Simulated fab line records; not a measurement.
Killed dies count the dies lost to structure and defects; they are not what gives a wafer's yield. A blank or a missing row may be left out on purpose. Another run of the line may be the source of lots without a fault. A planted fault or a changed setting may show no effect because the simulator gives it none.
Split-lot trial + flow n5_finfet + 7 lots, 21 wafers read, on a route of 1938 steps

ABOUT THE SPLIT
At N5_BEOL_M15_PEB_26 (peb time 90 s), the setting peb_time_s was moved away from the recipe's 90 s on 5 of the 21 wafers read, by -8.2% to +19.0%. This setting was run at the recipe's value on the other wafers.

FROM THE SPLIT TO THE READING: what the file shows between them, 2 steps
- N5_BEOL_M15_DEVELOP_27: develop time 45 s
- N5_BEOL_M15_HARDBAKE_32: time 120 s

THE READING
cd_nm at N5_BEOL_M15_CD_MEAS_28, given in nm (cd target 407.6 nm). Typical for fault-free wafers on this fab line: 408.1 nm, with standard deviation 1.6 nm.

| wafer  | tool, chamber at the split | peb_time_s as run, s | against the recipe | cd_nm, nm | against lot-mates on the recipe |
|--------|----------------------------|----------------------|--------------------|-----------|---------------------------------|
| L077.2 | litho_track-02, 0          | 90                   | recipe             | 406.5     | -                               |
| L077.3 | litho_track-02, 0          | 84.8                 | -5.8%              | 405.4     | -1.6                            |
| L077.6 | litho_track-02, 0          | 90                   | recipe             | 407.4     | -                               |
| L075.2 | litho_track-05, 0          | 90                   | recipe             | 410.7     | -                               |
| L075.4 | litho_track-05, 0          | 90                   | recipe             | 410.4     | -                               |
| L075.6 | litho_track-05, 0          | 90                   | recipe             | 411.2     | -                               |
| L085.3 | litho_track-05, 0          | 90                   | recipe             | 408.1     | -                               |
| L085.4 | litho_track-05, 0          | 90                   | recipe             | 407.5     | -                               |
| L085.6 | litho_track-05, 0          | 82.66                | -8.2%              | 405.5     | -2.3                            |
| L087.2 | litho_track-02, 0          | 98.99                | +10.0%             | 410.6     | +3.6                            |
| L087.3 | litho_track-02, 0          | 90                   | recipe             | 407.0     | -                               |
| L087.6 | litho_track-02, 0          | 98.99                | +10.0%             | 407.5     | +0.5                            |
| L090.2 | litho_track-05, 0          | 90                   | recipe             | 407.1     | -                               |
| L090.5 | litho_track-05, 0          | 90                   | recipe             | 405.6     | -                               |
| L090.6 | litho_track-05, 0          | 90                   | recipe             | 405.4     | -                               |
| L094.2 | litho_track-02, 0          | 90                   | recipe             | 409.4     | -                               |
| L094.3 | litho_track-02, 0          | 107.1                | +19.0%             | 414.8     | +5.7                            |
| L094.6 | litho_track-02, 0          | 90                   | recipe             | 408.8     | -                               |
| L096.1 | litho_track-02, 0          | 90                   | recipe             | 409.4     | -                               |
| L096.2 | litho_track-02, 0          | 90                   | recipe             | 408.1     | -                               |
| L096.4 | litho_track-02, 0          | 90                   | recipe             | 407.9     | -                               |

THE FIT
A straight line over all 21 wafers: cd_nm changes by +0.282 nm for each +1% of peb_time_s; r = +0.68; the points scatter about the line by 1.8 nm.
The same after taking each lot's own level away (the mean of its wafers on the recipe; 21 wafers): +0.269 nm for each +1%; r = +0.91; scatter 0.73 nm.
The reading moves by 5.1 nm for the largest change in peb_time_s, on that fit.
Measured against the standard deviation above, the lots' own levels, which go from 406.03 to 410.77 nm, span 3.0 times it.
So the lot-to-lot level blurs the effect unless lot-mates are compared.
Check: for one of the wafers moved furthest among these (+19.0%), held out of the fit, the line's prediction against its lot-mates is +4.32 nm. It came out at +5.7 nm against them.

FURTHER SPLITS ON THESE WAFERS
These wafers also went through other splits before the reading. Each is held against what the fit with the lots' levels taken away leaves over:
| other split on the same wafers    | wafers away from the commonest value | r with cd_nm (lot level and that fit taken away) |
|-----------------------------------|--------------------------------------|--------------------------------------------------|
| N5_BEOL_M14_ILD_DEP_00 time_s     | 7                                    | +0.26                                            |
| N5_BEOL_M14_TRENCH_ETCH_34 bias_w | 4                                    | +0.07                                            |

THE WHOLE CHAIN: every reading that the file lists as answering this split, in the file's order
| step                   | what it does             | reading                                                         | change (the file's fit)               | r (the file's) |
|------------------------|--------------------------|-----------------------------------------------------------------|---------------------------------------|----------------|
| N5_BEOL_M15_CD_MEAS_28 | target cd 407.6 nm       | cd_nm                                                           | +0.278 nm for each +1% of the setting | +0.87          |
| N5_BEOL_M15_DESCUM_33  | chemistry O2, time 7.9 s | BEOL_M15.cd_nm (the simulator's own value, which no gauge read) | +0.273 nm for each +1% of the setting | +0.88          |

FILE'S OWN FIT
cd_nm changes by +0.278 nm for each +1% of peb_time_s, r = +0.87.
